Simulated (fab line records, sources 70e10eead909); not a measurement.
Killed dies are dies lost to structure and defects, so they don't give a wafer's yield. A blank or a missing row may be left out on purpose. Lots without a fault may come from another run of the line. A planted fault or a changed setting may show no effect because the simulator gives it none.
A struck lot beside a sound one | flow nand_harc | 14 steps out of a route of 1302
Sound: wafers L642.1, L642.4, L642.6. Struck: wafer L649.5. (L649.4, L649.6 of the same lot were not struck and are left out.) The cause comes at the end.
At each step with rows: each side's tool, then ch and its chambers, then its first start. Under that, the readings that differ: sound wafers | struck wafers | difference of the means | sigmas: that difference in standard deviations of wafers without a fault.
alike: readings whose means differ by less than 2 such deviations, and words and numbers that are the same on both sides. not compared: withheld readings, readings that some wafer has no value for, bounds like >300 that may hide the same value, and numbers for which the record gives no deviation and whose values overlap.
The two part at a step that has a row with sigmas, a row that says differs or no value, or rows on one side only. Numbers that don't overlap but have no deviation are shown without sigmas and don't part them. A reading that every wafer of one side lacks parts them only if that side has two wafers or more.

NHARC_A_CHANNEL_HOLE_D1_STRIP_27: strips in O2.
  sound on rie_diel-07 ch 0,2; struck on rie_diel-05 ch 2
  alike: drypump_motor_current_A, oes_product_au, rf_vpp_V, showerhead_plenum_p_Torr, throttle_valve_pct
  not compared: rf_hours_counter_h
then, 2 steps without rows for these wafers: NHARC_A_CHANNEL_HOLE_D1_PRECLEAN_28 (cleans in SC1); NHARC_A_CHANNEL_HOLE_D1_SRD_29.
NHARC_A_CHANNEL_HOLE_D1_CD_MEAS_30:
  sound on cd_sem-02, day 11 13:29; struck on cd_sem-03, day 15 04:37
  alike: cd_nm
NHARC_A_CHANNEL_HOLE_D1_XSEM_31:
  sound on xsem-02 ch 0, day 11 13:35; struck on xsem-02 ch 0, day 15 04:43
  alike: bot_cd_nm, bow_nm, tilt_deg
NHARC_A_CHANNEL_HOLE_D1_INSPECT_40:
  sound on defect_inspect-01, day 11 13:41; struck on defect_inspect-02, day 15 04:48
  alike: raw_defect_count
then, 3 steps without rows for these wafers: NHARC_A_CHANNEL_FILL_D1_PRECLEAN_00 (cleans in SC1); NHARC_A_CHANNEL_FILL_D1_SRD_01; NHARC_A_CHANNEL_FILL_D1_ALD_02 (deposits SiO2, target thk 6 nm, pulse time 10 s, ald cycles 60).
NHARC_A_CHANNEL_FILL_D1_ALD_03: deposits SiNx, target thk 6 nm, pulse time 60 s, ald cycles 58.
  sound on ald_sin_batch-01 ch 0; struck on ald_sin_batch-02 ch 0
  alike: precursor_pulse_height_rel
  not compared: ald_cycles
NHARC_A_CHANNEL_FILL_D1_ALD_14: deposits SiO2, target thk 2.5 nm, pulse time 10 s, ald cycles 25.
  sound on ald_hk-03 ch 2,3, day 11 21:12; struck on ald_hk-03 ch 2, day 15 13:34
  alike: heater_power_outer_w, heater_power_w, precursor_pulse_height_rel
  not compared: ald_cycles
NHARC_A_CHANNEL_FILL_D1_ALD_15: deposits SiNx, target thk 2 nm, pulse time 60 s, ald cycles 19.
  sound on ald_sin_batch-02 ch 0; struck on ald_sin_batch-02 ch 0
  alike: precursor_pulse_height_rel
  not compared: ald_cycles
NHARC_A_CHANNEL_FILL_D1_ALD_16: deposits SiO2, target thk 1.5 nm, pulse time 10 s, ald cycles 15.
  sound on ald_hk-03 ch 0,2, day 12 02:24; struck on ald_hk-03 ch 2, day 15 18:44
  reading    | sound    | struck | difference | sigmas
  ald_cycles | 15 15 15 | 10     | -5         |
  alike: heater_power_outer_w, heater_power_w, precursor_pulse_height_rel
then, 1 step without rows for these wafers: NHARC_A_CHANNEL_FILL_D1_ANNEAL_17 (time 1800 s).

WHERE THEY PART
Nowhere in this record.

WHY: what the simulator had put in
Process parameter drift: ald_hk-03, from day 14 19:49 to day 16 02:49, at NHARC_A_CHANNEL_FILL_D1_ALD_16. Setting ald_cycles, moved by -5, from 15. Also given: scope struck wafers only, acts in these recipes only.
